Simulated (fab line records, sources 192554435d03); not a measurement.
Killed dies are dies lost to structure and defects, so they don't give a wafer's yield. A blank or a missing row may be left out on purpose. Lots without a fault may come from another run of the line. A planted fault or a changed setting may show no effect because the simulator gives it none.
Which tool did it? | flow n5_finfet | 24 lots, 72 wafers sampled, at 6 steps of a route of 1938

WHAT THE GAUGES READ, wafer by wafer
N5_BEOL_M12_INSPECT_30: inspects for defects (macro). Usual: raw_defect_count 2.1, standard deviation 1.5.
lot  | measured     | on                | raw_defect_count | flag
L074 | day 12 04:06 | defect_inspect-01 | 2 1 1            |
L076 | day 12 04:24 | defect_inspect-02 | 2 6 1            |
L075 | day 12 07:48 | defect_inspect-01 | 0 3 0            |
L077 | day 12 11:38 | defect_inspect-02 | 1 1 2            |
L078 | day 12 11:53 | defect_inspect-02 | 2 4 3            |
L079 | day 13 05:53 | defect_inspect-01 | 0 1 2            |
L081 | day 13 12:22 | defect_inspect-01 | 3 3 5            |
L080 | day 13 17:54 | defect_inspect-01 | 3 1 1            |
L082 | day 13 20:33 | defect_inspect-01 | 3 3 1            |
L083 | day 13 22:59 | defect_inspect-02 | 3 1 3            |
L084 | day 14 03:07 | defect_inspect-02 | 3 4 2            |
L085 | day 14 17:53 | defect_inspect-02 | 3 3 3            |
L086 | day 15 08:46 | defect_inspect-01 | 1 0 1            |
L089 | day 15 13:19 | defect_inspect-01 | 3 2 2            |
L088 | day 15 18:43 | defect_inspect-01 | 1 2 6            |
L091 | day 15 19:55 | defect_inspect-01 | 1 1 2            |
L087 | day 15 20:05 | defect_inspect-01 | 2 0 0            |
L090 | day 16 12:51 | defect_inspect-02 | 1 3 4            |
L092 | day 16 17:02 | defect_inspect-01 | 2 2 5            |
L095 | day 17 08:29 | defect_inspect-02 | 3 1 2            |
L094 | day 17 12:32 | defect_inspect-01 | 0 0 5            |
L093 | day 17 12:43 | defect_inspect-01 | 0 2 2            |
L096 | day 18 05:31 | defect_inspect-01 | 4 3 1            |
L097 | day 18 14:16 | defect_inspect-02 | 2 2 6            |

N5_BEOL_M12_INSPECT_55: inspects for defects (darkfield). Usual: raw_defect_count 68, standard deviation 20.
lot  | measured     | on                | raw_defect_count | flag
L074 | day 12 09:02 | defect_inspect-02 | 55 87 79         |
L076 | day 12 09:33 | defect_inspect-02 | 67 25 54         |
L075 | day 12 10:23 | defect_inspect-02 | 78 51 74         |
L077 | day 12 16:26 | defect_inspect-02 | 73 23 118        |
L078 | day 12 16:37 | defect_inspect-01 | 99 60 49         |
L079 | day 13 14:52 | defect_inspect-02 | 37 71 45         |
L081 | day 13 15:50 | defect_inspect-01 | 47 63 63         |
L080 | day 13 20:48 | defect_inspect-01 | 43 45 69         |
L082 | day 14 01:02 | defect_inspect-01 | 62 77 58         |
L083 | day 14 02:56 | defect_inspect-01 | 96 102 79        |
L084 | day 14 08:36 | defect_inspect-01 | 48 51 49         |
L085 | day 14 20:55 | defect_inspect-02 | 74 54 96         |
L086 | day 15 11:15 | defect_inspect-01 | 136 56 67        |
L089 | day 15 16:29 | defect_inspect-01 | 63 66 70         |
L088 | day 15 22:04 | defect_inspect-01 | 67 50 62         |
L091 | day 16 01:24 | defect_inspect-02 | 55 52 79         |
L087 | day 16 01:30 | defect_inspect-02 | 109 94 99        |
L090 | day 16 18:59 | defect_inspect-01 | 86 64 62         |
L092 | day 16 22:19 | defect_inspect-01 | 70 52 56         |
L095 | day 17 13:37 | defect_inspect-01 | 39 52 54         |
L094 | day 17 16:11 | defect_inspect-01 | 78 84 87         |
L093 | day 17 17:00 | defect_inspect-01 | 55 87 68         |
L096 | day 18 08:43 | defect_inspect-01 | 94 45 84         |
L097 | day 18 17:55 | defect_inspect-02 | 131 73 73        |

N5_BEOL_M13_OCD_MEAS_35. Usual: trench_depth_nm 410 nm, standard deviation 7.2.
lot  | measured     | on     | trench_depth_nm (nm) | flag
L074 | day 12 11:17 | ocd-02 | 411 418 423          |
L076 | day 12 11:54 | ocd-01 | 412 416 410          |
L075 | day 12 12:37 | ocd-02 | 409 405 403          |
L077 | day 12 18:56 | ocd-01 | 420 409 404          |
L078 | day 12 19:07 | ocd-02 | 405 404 404          |
L079 | day 13 17:05 | ocd-01 | 401 402 409          |
L081 | day 13 18:06 | ocd-01 | 424 415 427          |
L080 | day 13 23:02 | ocd-01 | 428 415 412          |
L082 | day 14 03:08 | ocd-01 | 391 410 396          |
L083 | day 14 05:10 | ocd-01 | 404 400 410          |
L084 | day 14 10:57 | ocd-01 | 418 417 408          |
L085 | day 14 23:23 | ocd-01 | 406 424 403          |
L086 | day 15 14:14 | ocd-01 | 414 410 408          |
L089 | day 15 18:50 | ocd-01 | 406 403 399          |
L088 | day 16 00:19 | ocd-01 | 405 412 409          |
L091 | day 16 03:43 | ocd-02 | 398 411 404          |
L087 | day 16 03:59 | ocd-01 | 408 411 410          |
L090 | day 16 21:15 | ocd-02 | 413 410 415          |
L092 | day 17 00:27 | ocd-01 | 407 417 419          |
L095 | day 17 16:02 | ocd-01 | 409 413 405          |
L094 | day 17 18:36 | ocd-01 | 396 399 410          |
L093 | day 17 19:21 | ocd-02 | 410 410 399          |
L096 | day 18 10:57 | ocd-01 | 409 397 403          |
L097 | day 18 20:08 | ocd-02 | 412 422 418          |

WHICH TOOL RAN EACH LOT (tool, then ch and the chambers of the sampled wafers, then the start)
lot  | N5_BEOL_M12_ETCH_67                | N5_BEOL_M12_SPUTTER_43       | N5_BEOL_M12_DEP_53
L074 | rie_diel-05 ch 0,2, day 12 05:03   | pvd_sputter-01, day 12 07:53 | pecvd-02 ch 0,1,2, day 12 08:57
L076 | rie_diel-03 ch 0,1,2, day 12 05:43 | pvd_sputter-01, day 12 08:23 | pecvd-01 ch 0,1,2, day 12 09:27
L075 | rie_diel-04 ch 0,1,3, day 12 07:52 | pvd_sputter-03, day 12 09:14 | pecvd-04 ch 0,1,2, day 12 10:18
L077 | rie_diel-03 ch 2,3, day 12 11:43   | pvd_sputter-02, day 12 14:40 | pecvd-04 ch 0,1,2, day 12 16:22
L078 | rie_diel-05 ch 0,1,2, day 12 12:00 | pvd_sputter-03, day 12 14:40 | pecvd-02 ch 0,1, day 12 16:31
L079 | rie_diel-03 ch 1,2,3, day 13 05:56 | pvd_sputter-01, day 13 13:42 | pecvd-04 ch 0,1,2, day 13 14:46
L081 | rie_diel-04 ch 0,2,3, day 13 12:26 | pvd_sputter-01, day 13 14:41 | pecvd-01 ch 1,2, day 13 15:45
L080 | rie_diel-05 ch 0,2,3, day 13 17:58 | pvd_sputter-01, day 13 19:38 | pecvd-04 ch 1,2, day 13 20:43
L082 | rie_diel-03 ch 0,1,3, day 13 20:37 | pvd_sputter-02, day 13 23:52 | pecvd-01 ch 0,1, day 14 00:56
L083 | rie_diel-05 ch 2,3, day 13 23:04   | pvd_sputter-03, day 14 01:46 | pecvd-01 ch 0,2, day 14 02:50
L084 | rie_diel-04 ch 0,1,2, day 14 03:11 | pvd_sputter-03, day 14 07:26 | pecvd-04 ch 0,2, day 14 08:31
L085 | rie_diel-03 ch 0,1,2, day 14 18:02 | pvd_sputter-01, day 14 19:30 | pecvd-04 ch 0,1, day 14 20:49
L086 | rie_diel-05 ch 0,1,2, day 15 08:54 | pvd_sputter-02, day 15 10:05 | pecvd-01 ch 0,1,2, day 15 11:10
L089 | rie_diel-04 ch 1,2, day 15 13:23   | pvd_sputter-02, day 15 15:19 | pecvd-04 ch 0,1, day 15 16:24
L088 | rie_diel-04 ch 0,1,2, day 15 18:56 | pvd_sputter-01, day 15 20:54 | pecvd-04 ch 1,2, day 15 21:59
L091 | rie_diel-04 ch 1,2,3, day 15 20:12 | pvd_sputter-01, day 16 00:14 | pecvd-02 ch 0,1, day 16 01:19
L087 | rie_diel-03 ch 1,2, day 15 20:20   | pvd_sputter-02, day 16 00:20 | pecvd-01 ch 1,2, day 16 01:25
L090 | rie_diel-03 ch 0,2,3, day 16 13:19 | pvd_sputter-03, day 16 15:03 | pecvd-02 ch 0,1,2, day 16 18:54
L092 | rie_diel-03 ch 0,3, day 16 17:08   | pvd_sputter-02, day 16 19:37 | pecvd-04 ch 0,1,2, day 16 22:13
L095 | rie_diel-04 ch 0,1,2, day 17 08:34 | pvd_sputter-03, day 17 09:56 | pecvd-01 ch 0,1,2, day 17 13:32
L094 | rie_diel-04 ch 0,1,2, day 17 12:51 | pvd_sputter-01, day 17 14:59 | pecvd-04 ch 0,2, day 17 16:05
L093 | rie_diel-05 ch 1,2,3, day 17 13:09 | pvd_sputter-03, day 17 15:06 | pecvd-01 ch 0,2, day 17 16:55
L096 | rie_diel-03 ch 0,1,3, day 18 06:13 | pvd_sputter-01, day 18 07:07 | pecvd-02 ch 0,1, day 18 08:37
L097 | rie_diel-05 ch 0,1, day 18 14:24   | pvd_sputter-03, day 18 16:43 | pecvd-04 ch 0,2, day 18 17:49
- N5_BEOL_M12_ETCH_67: etches SiARC in CF4, target depth 143 nm, time 238.3 s.
- N5_BEOL_M12_SPUTTER_43: material TaN, target thk 15 nm, time 24.19 s.
- N5_BEOL_M12_DEP_53: deposits SiCN from 3MS/NH3, target thk 30 nm, time 10.5 s.

WHAT THE TOOLS THEMSELVES READ (means of the sampled wafers that have a number; where no wafer has one, the mark that the record gives instead)
N5_BEOL_M12_ETCH_67. Usual: drypump_motor_current_A 5.5 A, standard deviation 0.6; etch_rf_on_time_s 234 s, standard deviation 4.7; mfc_ar_sccm 100.0 sccm, standard deviation 0.32; oes_product_au 0.69 a.u., standard deviation 0.058; rf_vpp_V 184.1 V, standard deviation 1.1; showerhead_plenum_p_Torr 2.16 Torr, standard deviation 0.075; throttle_valve_pct 15.60 %, standard deviation 0.22.
lot  | tool        | drypump_motor_current_A (A) | etch_rf_on_time_s (s) | mfc_ar_sccm (sccm) | oes_product_au (a.u.) | rf_vpp_V (V) | showerhead_plenum_p_Torr (Torr) | throttle_valve_pct (%) | flag
L074 | rie_diel-05 | 6.1                         | 233                   | 100.0              | 0.71                  | 184.1        | 2.17                            | 15.43                  |
L076 | rie_diel-03 | 5.2                         | 232                   | 100.2              | 0.72                  | 184.2        | 2.14                            | 15.62                  |
L075 | rie_diel-04 | 6.2                         | 240                   | 99.7               | 0.65                  | 184.0        | 2.18                            | 15.75                  |
L077 | rie_diel-03 | 5.1                         | 230                   | 100.3              | 0.70                  | 183.9        | 2.08                            | 15.54                  |
L078 | rie_diel-05 | 5.7                         | 235                   | 100.1              | 0.67                  | 183.6        | 2.18                            | 15.62                  |
L079 | rie_diel-03 | 5.0                         | 235                   | 100.0              | 0.69                  | 182.8        | 2.08                            | 15.60                  |
L081 | rie_diel-04 | 5.8                         | 236                   | 100.3              | 0.67                  | 185.0        | 2.21                            | 15.82                  |
L080 | rie_diel-05 | 5.8                         | 235                   | 100.2              | 0.69                  | 184.2        | 2.13                            | 15.45                  |
L082 | rie_diel-03 | 5.2                         | 238                   | 100.1              | 0.71                  | 184.1        | 2.14                            | 15.60                  |
L083 | rie_diel-05 | 6.0                         | 231                   | 100.1              | 0.68                  | 183.8        | 2.10                            | 15.46                  |
L084 | rie_diel-04 | 5.8                         | 234                   | 100.1              | 0.70                  | 184.0        | 2.20                            | 15.60                  |
L085 | rie_diel-03 | 5.2                         | 235                   | 100.0              | 0.69                  | 184.7        | 2.13                            | 15.67                  |
L086 | rie_diel-05 | 5.7                         | 234                   | 100.3              | 0.65                  | 184.3        | 2.17                            | 15.67                  |
L089 | rie_diel-04 | 5.8                         | 235                   | 100.2              | 0.72                  | 184.6        | 2.21                            | 15.35                  |
L088 | rie_diel-04 | 5.8                         | 236                   | 100.0              | 0.68                  | 184.0        | 2.19                            | 15.62                  |
L091 | rie_diel-04 | 5.8                         | 237                   | 100.0              | 0.69                  | 184.2        | 2.22                            | 15.59                  |
L087 | rie_diel-03 | 5.0                         | 232                   | 100.4              | 0.66                  | 182.3        | 2.07                            | 15.71                  |
L090 | rie_diel-03 | 5.3                         | 233                   | 99.6               | 0.69                  | 184.3        | 2.14                            | 15.57                  |
L092 | rie_diel-03 | 5.5                         | 237                   | 100.0              | 0.70                  | 184.5        | 2.20                            | 15.55                  |
L095 | rie_diel-04 | 5.8                         | 231                   | 99.7               | 0.75                  | 184.1        | 2.19                            | 15.47                  |
L094 | rie_diel-04 | 5.8                         | 230                   | 100.1              | 0.75                  | 185.4        | 2.19                            | 15.48                  |
L093 | rie_diel-05 | 5.9                         | 231                   | 100.4              | 0.72                  | 183.5        | 2.13                            | 15.54                  |
L096 | rie_diel-03 | 5.2                         | 233                   | 100.0              | 0.67                  | 183.0        | 2.13                            | 15.65                  |
L097 | rie_diel-05 | 5.4                         | 229                   | 100.4              | 0.77                  | 185.0        | 2.19                            | 15.58                  |

N5_BEOL_M12_SPUTTER_43. Usual: throttle_valve_pct 30.2 %, standard deviation 1.1.
lot  | tool           | throttle_valve_pct (%) | flag
L074 | pvd_sputter-01 | 30.7                   |
L076 | pvd_sputter-01 | 30.6                   |
L075 | pvd_sputter-03 | 29.6                   |
L077 | pvd_sputter-02 | 29.5                   |
L078 | pvd_sputter-03 | 29.5                   |
L079 | pvd_sputter-01 | 30.4                   |
L081 | pvd_sputter-01 | 31.7                   |
L080 | pvd_sputter-01 | 31.5                   |
L082 | pvd_sputter-02 | 29.6                   |
L083 | pvd_sputter-03 | 29.8                   |
L084 | pvd_sputter-03 | 29.6                   |
L085 | pvd_sputter-01 | 30.7                   |
L086 | pvd_sputter-02 | 29.7                   |
L089 | pvd_sputter-02 | 30.1                   |
L088 | pvd_sputter-01 | 30.8                   |
L091 | pvd_sputter-01 | 30.8                   |
L087 | pvd_sputter-02 | 29.8                   |
L090 | pvd_sputter-03 | 29.4                   |
L092 | pvd_sputter-02 | 29.9                   |
L095 | pvd_sputter-03 | 29.6                   |
L094 | pvd_sputter-01 | 30.7                   |
L093 | pvd_sputter-03 | 30.1                   |
L096 | pvd_sputter-01 | 31.4                   |
L097 | pvd_sputter-03 | 29.9                   |

N5_BEOL_M12_DEP_53. Usual: showerhead_plenum_p_Torr 4.171 Torr, standard deviation 0.011; throttle_valve_pct 18.0 %, standard deviation 0.81.
lot  | tool     | showerhead_plenum_p_Torr (Torr) | throttle_valve_pct (%) | flag
L074 | pecvd-02 | 4.172                           | 17.3                   |
L076 | pecvd-01 | 4.175                           | 18.6                   |
L075 | pecvd-04 | 4.176                           | 17.8                   |
L077 | pecvd-04 | 4.169                           | 18.0                   |
L078 | pecvd-02 | 4.177                           | 17.5                   |
L079 | pecvd-04 | 4.181                           | 17.8                   |
L081 | pecvd-01 | 4.174                           | 17.7                   |
L080 | pecvd-04 | 4.174                           | 18.1                   |
L082 | pecvd-01 | 4.175                           | 19.1                   |
L083 | pecvd-01 | 4.176                           | 18.6                   |
L084 | pecvd-04 | 4.176                           | 18.2                   |
L085 | pecvd-04 | 4.171                           | 17.8                   |
L086 | pecvd-01 | 4.169                           | 18.4                   |
L089 | pecvd-04 | 4.169                           | 17.7                   |
L088 | pecvd-04 | 4.175                           | 18.2                   |
L091 | pecvd-02 | 4.185                           | 17.2                   |
L087 | pecvd-01 | 4.176                           | 17.7                   |
L090 | pecvd-02 | 4.172                           | 17.3                   |
L092 | pecvd-04 | 4.172                           | 18.1                   |
L095 | pecvd-01 | 4.171                           | 18.5                   |
L094 | pecvd-04 | 4.175                           | 18.3                   |
L093 | pecvd-01 | 4.168                           | 18.7                   |
L096 | pecvd-02 | 4.179                           | 17.3                   |
L097 | pecvd-04 | 4.179                           | 18.1                   |

THE ANSWER, worked out from the rows above alone
Rule: a lot is off if the mean of its wafers that have a number lies more than 3 standard deviations from the usual mean. A lot without any number at a reading at which 4 lots or more have one is off too. The other lots that the step has rows for count as sound. The gauges are gone through in route order, then the tools' own readings, and for those a lot's mean is taken as printed above. The first step at which some lot is off is used, and at that step the reading that is off furthest; a lot without a number counts as furthest.
No lot is off at any reading shown: from this, nothing can be told.

WHAT THE SIMULATOR HAD PUT IN
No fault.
